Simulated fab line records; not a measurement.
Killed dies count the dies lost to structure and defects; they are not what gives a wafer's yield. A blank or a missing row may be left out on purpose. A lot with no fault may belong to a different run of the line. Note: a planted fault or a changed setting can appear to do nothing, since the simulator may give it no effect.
Matching of chambers || flow n5 finfet || 4 sister chambers for N5_BEOL_M5_DESCUM_16 on rie diel-06
The step chemistry O2, time 7 s. 7 wafers are shown with their chamber, then 8 later ones without.

WAFERS, EACH WITH ITS CHAMBER
{"wafer": "L077.5", "chamber": 3, "oes product au (a.u.)": 0.90, "drypump motor current A (A)": 5.77}
{"wafer": "L080.2", "chamber": 2, "oes product au (a.u.)": 0.70, "drypump motor current A (A)": 5.54}
{"wafer": "L085.4", "chamber": 2, "oes product au (a.u.)": 0.69, "drypump motor current A (A)": 5.53}
{"wafer": "L088.2", "chamber": 0, "oes product au (a.u.)": 0.72, "drypump motor current A (A)": 5.82}
{"wafer": "L088.4", "chamber": 1, "oes product au (a.u.)": 0.71, "drypump motor current A (A)": 5.90}
{"wafer": "L088.6", "chamber": 0, "oes product au (a.u.)": 0.72, "drypump motor current A (A)": 5.81}
{"wafer": "L089.2", "chamber": 1, "oes product au (a.u.)": 0.71, "drypump motor current A (A)": 5.91}

WAFERS MISSING THEIR CHAMBER
{"wafer": "L089.3", "oes product au (a.u.)": 0.71, "drypump motor current A (A)": 5.82}
{"wafer": "L089.6", "oes product au (a.u.)": 0.72, "drypump motor current A (A)": 5.83}
{"wafer": "L093.1", "oes product au (a.u.)": 0.70, "drypump motor current A (A)": 5.90}
{"wafer": "L093.3", "oes product au (a.u.)": 0.85, "drypump motor current A (A)": 5.80}
{"wafer": "L093.4", "oes product au (a.u.)": 0.68, "drypump motor current A (A)": 5.53}
{"wafer": "L094.4", "oes product au (a.u.)": 0.68, "drypump motor current A (A)": 5.51}
{"wafer": "L094.5", "oes product au (a.u.)": 0.87, "drypump motor current A (A)": 5.79}
{"wafer": "L094.6", "oes product au (a.u.)": 0.68, "drypump motor current A (A)": 5.51}

CHAMBER TAKEN BY EACH
{"wafer": "L089.3", "from the rows above": 0, "in truth": 0}
{"wafer": "L089.6", "from the rows above": 0, "in truth": 0}
{"wafer": "L093.1", "from the rows above": 1, "in truth": 1}
{"wafer": "L093.3", "from the rows above": 3, "in truth": 3}
{"wafer": "L093.4", "from the rows above": 2, "in truth": 2}
{"wafer": "L094.4", "from the rows above": 2, "in truth": 2}
{"wafer": "L094.5", "from the rows above": 3, "in truth": 3}
{"wafer": "L094.6", "from the rows above": 2, "in truth": 2}
8 of 8 placed correctly. Not placeable from these rows: 0. Number placed wrongly: 0.
How it was worked out, from the rows above alone: a wafer's distance from a chamber is the root of the sum, over the readings, of the square of ((its reading less the chamber's mean) divided by the reading's scatter). The wafer belongs to the nearest chamber; if the next one is less than 2 further off, it can't be placed. The mean given for a chamber averages the wafers shown for that chamber. The scatter: take each reading less its chamber's mean, square it, sum over the shown wafers, divide by the number of wafers less the number of chambers, and take the root.
